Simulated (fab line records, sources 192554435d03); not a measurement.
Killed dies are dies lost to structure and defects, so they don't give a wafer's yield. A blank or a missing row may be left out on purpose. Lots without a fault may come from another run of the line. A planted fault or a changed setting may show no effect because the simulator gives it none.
Which tool did it? | flow n5_finfet | 24 lots, 72 wafers sampled, at 3 steps of a route of 1938

WHAT THE GAUGES READ, wafer by wafer
N5_BEOL_M3_OCD_MEAS_38. Usual: trench_depth_nm 55.1 nm, standard deviation 1.4.
lot  | measured     | on     | trench_depth_nm (nm) | flag
L076 | day 8 04:46  | ocd-02 | 54.6 54.6 54.7       |
L075 | day 8 08:03  | ocd-01 | 53.7 54.4 54.6       |
L077 | day 8 07:59  | ocd-01 | 54.8 54.5 55.0       |
L078 | day 8 15:38  | ocd-01 | 56.5 56.5 55.4       |
L074 | day 8 21:51  | ocd-02 | 57.6 53.0 53.5       |
L079 | day 9 00:44  | ocd-02 | 54.5 54.5 54.8       |
L080 | day 9 05:20  | ocd-02 | 53.7 57.6 54.7       |
L081 | day 9 11:46  | ocd-01 | 53.3 53.1 53.1       |
L082 | day 9 11:50  | ocd-01 | 53.8 56.6 55.7       |
L083 | day 9 20:29  | ocd-02 | 55.2 57.7 54.6       |
L084 | day 9 20:23  | ocd-02 | 53.8 55.0 57.0       |
L085 | day 9 23:20  | ocd-01 | 57.0 55.7 56.8       |
L086 | day 10 15:25 | ocd-01 | 53.8 56.5 55.5       |
L088 | day 11 17:46 | ocd-01 | 53.6 53.7 54.6       |
L090 | day 11 20:20 | ocd-02 | 53.9 53.7 53.9       |
L089 | day 11 23:14 | ocd-02 | 57.2 56.9 56.0       |
L087 | day 12 02:52 | ocd-01 | 55.8 57.2 53.3       |
L092 | day 12 07:27 | ocd-01 | 56.1 57.2 57.1       |
L091 | day 12 03:20 | ocd-02 | 53.9 54.3 54.8       |
L093 | day 12 21:32 | ocd-02 | 56.9 53.5 52.8       |
L094 | day 13 12:42 | ocd-01 | 55.0 57.6 53.7       |
L095 | day 13 15:30 | ocd-02 | 57.8 53.7 53.4       |
L096 | day 13 18:31 | ocd-01 | 52.9 54.5 53.5       |
L097 | day 13 18:42 | ocd-02 | 55.8 56.5 56.9       |

WHICH TOOL RAN EACH LOT (tool, then ch and the chambers of the sampled wafers, then the start)
lot  | N5_BEOL_M3_STRIP_19                | N5_BEOL_M3_STRIP_36
L076 | rie_diel-02 ch 0,1,3, day 7 19:47  | rie_diel-02 ch 1,3, day 8 04:34
L075 | rie_diel-06 ch 0,2, day 8 01:13    | rie_diel-06 ch 1,3, day 8 07:52
L077 | rie_diel-06 ch 0,1,2, day 8 01:59  | rie_diel-02 ch 2,3, day 8 07:47
L078 | rie_diel-04 ch 0,1, day 8 13:38    | rie_diel-06 ch 0,3, day 8 15:26
L074 | rie_diel-02 ch 0,2, day 8 19:16    | rie_diel-04 ch 0,1,3, day 8 21:39
L079 | rie_diel-02 ch 0,2, day 8 19:19    | rie_diel-02 ch 0,1, day 9 00:33
L080 | rie_diel-06 ch 2,3, day 8 23:32    | rie_diel-04 ch 1,3, day 9 05:09
L081 | rie_diel-02 ch 0,2, day 9 01:40    | rie_diel-04 ch 0,1, day 9 11:35
L082 | rie_diel-02 ch 0,1,3, day 9 06:17  | rie_diel-06 ch 0,1,2, day 9 11:39
L083 | rie_diel-02 ch 0,2,3, day 9 06:22  | rie_diel-06 ch 0,2,3, day 9 20:17
L084 | rie_diel-02 ch 0,1,2, day 9 15:56  | rie_diel-04 ch 0,1,3, day 9 20:12
L085 | rie_diel-04 ch 0,3, day 9 19:52    | rie_diel-06 ch 0,3, day 9 23:08
L086 | rie_diel-04 ch 0,3, day 10 09:19   | rie_diel-06 ch 0,1,2, day 10 15:13
L088 | rie_diel-04 ch 1,2,3, day 11 03:01 | rie_diel-02 ch 0,1,3, day 11 17:35
L090 | rie_diel-02 ch 0,1,3, day 11 06:05 | rie_diel-02 ch 0,1, day 11 20:08
L089 | rie_diel-02 ch 0,1,2, day 11 07:13 | rie_diel-04 ch 0,2,3, day 11 23:02
L087 | rie_diel-02 ch 0,2, day 11 22:34   | rie_diel-06 ch 0,1,2, day 12 02:40
L092 | rie_diel-04 ch 0,2, day 12 00:38   | rie_diel-04 ch 0,2,3, day 12 07:16
L091 | rie_diel-04 ch 0,2, day 12 01:02   | rie_diel-02 ch 1,2, day 12 03:08
L093 | rie_diel-06 ch 0,1,2, day 12 13:35 | rie_diel-02 ch 0,1,3, day 12 21:20
L094 | rie_diel-06 ch 0,1,2, day 12 18:56 | rie_diel-02 ch 0,1, day 13 12:30
L095 | rie_diel-02 ch 1,2,3, day 12 22:07 | rie_diel-02 ch 0,2,3, day 13 15:19
L096 | rie_diel-06 ch 0,2,3, day 12 23:17 | rie_diel-02 ch 1,2,3, day 13 18:19
L097 | rie_diel-06 ch 1,2,3, day 13 02:58 | rie_diel-04 ch 0,2, day 13 18:30
- N5_BEOL_M3_STRIP_19: strips in O2.
- N5_BEOL_M3_STRIP_36: strips in N2/H2.

WHAT THE TOOLS THEMSELVES READ (means of the sampled wafers that have a number; where no wafer has one, the mark that the record gives instead)
N5_BEOL_M3_STRIP_19. Usual: chamber_pressure_mTorr 29.998 mTorr, standard deviation 0.029; drypump_motor_current_A 5.9 A, standard deviation 0.37; o2_flow_sccm 225.1 sccm, standard deviation 0.63; oes_product_au 0.80 a.u., standard deviation 0.093; rf_vpp_V 3.7 V, standard deviation 0.5; showerhead_plenum_p_Torr 2.10 Torr, standard deviation 0.083; throttle_valve_pct 16.68 %, standard deviation 0.21.
lot  | tool        | chamber_pressure_mTorr (mTorr) | drypump_motor_current_A (A) | o2_flow_sccm (sccm) | oes_product_au (a.u.) | rf_vpp_V (V) | showerhead_plenum_p_Torr (Torr) | throttle_valve_pct (%) | flag
L076 | rie_diel-02 | 29.996                         | 6.1                         | 224.9               | 0.79                  | 3.9          | 2.07                            | 16.72                  |
L075 | rie_diel-06 | 30.010                         | 5.9                         | 225.2               | 0.81                  | 4.4          | 2.19                            | 16.45                  |
L077 | rie_diel-06 | 30.000                         | 5.9                         | 225.1               | 0.77                  | 3.2          | 2.11                            | 16.55                  |
L078 | rie_diel-04 | 29.989                         | 6.0                         | 224.6               | 0.66                  | 3.6          | 2.04                            | 16.95                  |
L074 | rie_diel-02 | 29.978                         | 6.1                         | 224.9               | 0.77                  | 3.7          | 2.03                            | 16.65                  |
L079 | rie_diel-02 | 30.004                         | 6.1                         | 225.9               | 0.78                  | 3.4          | 2.03                            | 16.67                  |
L080 | rie_diel-06 | 29.990                         | 5.9                         | 224.5               | 0.81                  | 4.0          | 2.09                            | 16.78                  |
L081 | rie_diel-02 | 30.023                         | 6.1                         | 225.1               | 0.77                  | 3.8          | 2.03                            | 16.67                  |
L082 | rie_diel-02 | 30.006                         | 6.1                         | 224.4               | 0.78                  | 3.7          | 2.07                            | 16.75                  |
L083 | rie_diel-02 | 30.011                         | 5.9                         | 224.3               | 0.83                  | 3.5          | 2.09                            | 16.63                  |
L084 | rie_diel-02 | 29.982                         | 5.9                         | 225.0               | 0.78                  | 3.8          | 2.07                            | 16.73                  |
L085 | rie_diel-04 | 30.006                         | 6.0                         | 224.8               | 0.73                  | 3.9          | 2.04                            | 16.88                  |
L086 | rie_diel-04 | 30.047                         | 5.7                         | 224.5               | 0.77                  | 4.0          | 2.08                            | 16.64                  |
L088 | rie_diel-04 | 29.994                         | 5.5                         | 225.4               | 0.74                  | 3.3          | 2.13                            | 16.72                  |
L090 | rie_diel-02 | 29.993                         | 6.1                         | 224.5               | 0.76                  | 3.8          | 2.07                            | 16.77                  |
L089 | rie_diel-02 | 30.001                         | 5.9                         | 225.1               | 0.76                  | 3.7          | 2.06                            | 16.75                  |
L087 | rie_diel-02 | 29.984                         | 5.7                         | 225.4               | 0.81                  | 3.4          | 2.07                            | 16.65                  |
L092 | rie_diel-04 | 30.014                         | 6.0                         | 225.1               | 0.91                  | 3.4          | 2.24                            | 16.73                  |
L091 | rie_diel-04 | 30.005                         | 5.7                         | 225.1               | 0.84                  | 3.6          | 2.23                            | 16.82                  |
L093 | rie_diel-06 | 30.004                         | 5.9                         | 225.8               | 0.83                  | 3.8          | 2.19                            | 16.46                  |
L094 | rie_diel-06 | 29.999                         | 5.9                         | 225.0               | 0.83                  | 4.2          | 2.19                            | 16.46                  |
L095 | rie_diel-02 | 30.005                         | 5.7                         | 225.1               | 0.81                  | 3.5          | 2.12                            | 16.73                  |
L096 | rie_diel-06 | 29.986                         | 5.9                         | 225.5               | 0.79                  | 3.6          | 2.12                            | 16.64                  |
L097 | rie_diel-06 | 30.003                         | 5.9                         | 225.4               | 0.81                  | 3.6          | 2.14                            | 16.64                  |

N5_BEOL_M3_STRIP_36. Usual: chamber_pressure_mTorr 20.00 mTorr, standard deviation 0.033; drypump_motor_current_A 5.9 A, standard deviation 0.36; oes_product_au 0.82 a.u., standard deviation 0.099; rf_vpp_V 59.3 V, standard deviation 1.5; showerhead_plenum_p_Torr 2.57 Torr, standard deviation 0.089; throttle_valve_pct 23.8 %, standard deviation 0.32.
lot  | tool        | chamber_pressure_mTorr (mTorr) | drypump_motor_current_A (A) | oes_product_au (a.u.) | rf_vpp_V (V) | showerhead_plenum_p_Torr (Torr) | throttle_valve_pct (%) | flag
L076 | rie_diel-02 | 19.98                          | 5.9                         | 0.86                  | 58.9         | 2.58                            | 23.7                   |
L075 | rie_diel-06 | 20.01                          | 5.9                         | 0.79                  | 59.7         | 2.44                            | 24.2                   |
L077 | rie_diel-02 | 20.00                          | 5.5                         | 0.92                  | 57.6         | 2.60                            | 23.6                   |
L078 | rie_diel-06 | 20.03                          | 5.9                         | 0.88                  | 60.8         | 2.55                            | 23.5                   |
L074 | rie_diel-04 | 20.00                          | 5.9                         | 0.72                  | 58.5         | 2.50                            | 23.9                   |
L079 | rie_diel-02 | 20.01                          | 6.1                         | 0.73                  | 59.2         | 2.49                            | 24.0                   |
L080 | rie_diel-04 | 20.01                          | 5.7                         | 0.73                  | 59.9         | 2.54                            | 23.9                   |
L081 | rie_diel-04 | 19.99                          | 6.1                         | 0.67                  | 58.1         | 2.43                            | 24.1                   |
L082 | rie_diel-06 | 20.02                          | 6.0                         | 0.87                  | 57.8         | 2.64                            | 23.4                   |
L083 | rie_diel-06 | 20.02                          | 5.9                         | 0.82                  | 59.3         | 2.57                            | 23.6                   |
L084 | rie_diel-04 | 20.03                          | 5.9                         | 0.72                  | 58.9         | 2.49                            | 23.9                   |
L085 | rie_diel-06 | 19.97                          | 5.8                         | 0.87                  | 58.6         | 2.54                            | 23.5                   |
L086 | rie_diel-06 | 19.99                          | 5.9                         | 0.86                  | 58.9         | 2.64                            | 23.4                   |
L088 | rie_diel-02 | 19.99                          | 6.1                         | 0.75                  | 59.4         | 2.50                            | 23.9                   |
L090 | rie_diel-02 | 19.99                          | 6.3                         | 0.69                  | 58.4         | 2.43                            | 24.0                   |
L089 | rie_diel-04 | 20.02                          | 5.7                         | 0.85                  | 59.3         | 2.65                            | 23.7                   |
L087 | rie_diel-06 | 19.99                          | 6.0                         | 0.83                  | 60.3         | 2.64                            | 23.4                   |
L092 | rie_diel-04 | 19.99                          | 5.7                         | 0.84                  | 59.8         | 2.65                            | 23.7                   |
L091 | rie_diel-02 | 19.97                          | 5.7                         | 0.77                  | 59.2         | 2.55                            | 24.1                   |
L093 | rie_diel-02 | 19.99                          | 6.1                         | 0.86                  | 60.6         | 2.60                            | 23.8                   |
L094 | rie_diel-02 | 20.00                          | 6.1                         | 0.80                  | 60.1         | 2.58                            | 24.0                   |
L095 | rie_diel-02 | 20.01                          | 5.9                         | 0.89                  | 59.8         | 2.62                            | 23.6                   |
L096 | rie_diel-02 | 19.98                          | 5.7                         | 0.80                  | 59.4         | 2.56                            | 23.9                   |
L097 | rie_diel-04 | 19.97                          | 6.0                         | 0.88                  | 60.2         | 2.69                            | 23.8                   |

THE ANSWER, worked out from the rows above alone
Rule: a lot is off if the mean of its wafers that have a number lies more than 3 standard deviations from the usual mean. A lot without any number at a reading at which 4 lots or more have one is off too. The other lots that the step has rows for count as sound. The gauges are gone through in route order, then the tools' own readings, and for those a lot's mean is taken as printed above. The first step at which some lot is off is used, and at that step the reading that is off furthest; a lot without a number counts as furthest.
No lot is off at any reading shown: from this, nothing can be told.

WHAT THE SIMULATOR HAD PUT IN
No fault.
